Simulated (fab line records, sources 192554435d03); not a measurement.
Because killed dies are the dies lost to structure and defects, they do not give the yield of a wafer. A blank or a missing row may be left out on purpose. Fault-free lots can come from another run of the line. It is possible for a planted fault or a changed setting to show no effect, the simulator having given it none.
8D (eight disciplines) problem report, filled in by code | flow n5_finfet | the parts of the form that need people (team, actions taken, sign-off) are left out

1. WHAT WENT WRONG
A mean of 55.0 nm is read at N5_BEOL_M8_OCD_MEAS_38 for trench_depth_nm, taken on 1 wafer of 1 lot, against 92.5 nm (standard deviation 2.6) on wafers free of any fault. Measured from the usual mean, that is -14 standard deviations.
Earliest sighting: wafer L740.5 on ocd-02 at day 13 18:03. Wafers with a number at this step in the record: 29, from 10 lots. Rule for "out", or "out of limits": more than 4 standard deviations from the usual mean. Any other wafer with a number is counted as sound.

2. WHAT IT IS, WHAT IT ISN'T
question                    | is                | is not
which readings at this step | trench_depth_nm   | -
which lots                  | L740              | L727, L729, L731, L732, L734, L735, L736, L738, L739
which wafers of those lots  | L740.5            | L740.1, L740.3
read on which gauges        | ocd-02            | ocd-01
when                        | from day 13 18:03 | up to then (28 sound wafers)

3. SUSPECTS, AND WHAT RULES EACH OUT
Counting: a tool at a process step up to the reading stays a suspect if it ran every lot that is out. Sound lots after the first of them don't rule it out here, since some wafers of a struck lot are sound.
- the gauge at N5_BEOL_M8_OCD_MEAS_38 is ruled out. All the wafers that are out were read on ocd-02, but those of them that N5_PASSIVATION_PROBE_49 has rows for are out there too, on other tools.
- pvd_sputter-02 at N5_BEOL_M8_HM_DEP_02 (deposits TiN, target thk 20 nm): kept. It processed L740, the lot that is out, at day 13 13:31, and its most recent sound lot before then was L739 at day 12 18:11.
- rie_diel-06 at N5_BEOL_M8_STRIP_19 (strips in O2): kept. It ran the lot that is out, L740 (day 13 15:04).
- rie_diel-06, N5_BEOL_M8_STRIP_19: wafers that are out in chamber 0, sound lot-mates in chambers 1, 2.
After counting, pvd_sputter-02 at N5_BEOL_M8_HM_DEP_02 and rie_diel-06 at N5_BEOL_M8_STRIP_19 remain.

4. THE CAUSE (what the simulator had put in)
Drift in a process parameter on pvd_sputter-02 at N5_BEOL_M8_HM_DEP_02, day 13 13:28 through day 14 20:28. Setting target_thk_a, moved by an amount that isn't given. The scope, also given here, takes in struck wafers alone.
Of the 2 suspects that counting leaves, this tool is one.

5. SEQUENCE OF EFFECTS, ordered by route
Each row: a reading where the mean over the struck wafers with a number is more than 3 standard deviations away from the usual. Scope: only readings with a usual standard deviation given in the record; hours: median across lots of the time from each lot's start at the first step in this table that gives one to its start at this step; sigmas: change in usual standard deviations.
hours | step                    | reading              | usual   | on struck wafers | change | sigmas
0     | N5_BEOL_M8_OCD_MEAS_38  | trench_depth_nm      | 92.5 nm | 55.0             | -37.5  | -14
66    | N5_PASSIVATION_PROBE_49 | defect_limited_yield | 91.5 %  | 56.7             | -34.8  | -20
66    | N5_PASSIVATION_PROBE_49 | killed_at_M4_up      | 13      | 442              | +429   | +82
66    | N5_PASSIVATION_PROBE_49 | killed_dies          | 101     | 511              | +410   | +20
66    | N5_PASSIVATION_PROBE_49 | killed_on_rim        | 13      | 152              | +139   | +34
66    | N5_PASSIVATION_PROBE_49 | sort_bin_5_function  | 5.0 %   | 40.3             | +35.3  | +32
66    | N5_PASSIVATION_PROBE_49 | sort_n_pass          | 1078    | 669              | -409   | -20
66    | N5_PASSIVATION_PROBE_49 | sort_yield_pct       | 91.4 %  | 56.7             | -34.7  | -20
Process steps it contains:
- N5_PASSIVATION_PROBE_49

6. WHAT WOULD HAVE CAUGHT IT SOONER
Counted from the fault's start at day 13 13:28, it took 5 hours until the first out-of-limits reading at a measuring or inspecting step in this record, taken at day 13 18:03.
An alarm limit of 4 standard deviations would not have fired on the tool readings at N5_BEOL_M8_HM_DEP_02 for which the record gives a usual standard deviation, since none of them was out on any struck wafer.
By day 13 18:03, every lot that is out (1) had started N5_BEOL_M8_HM_DEP_02 on pvd_sputter-02. Holding the tool at that point would not have protected any of them.
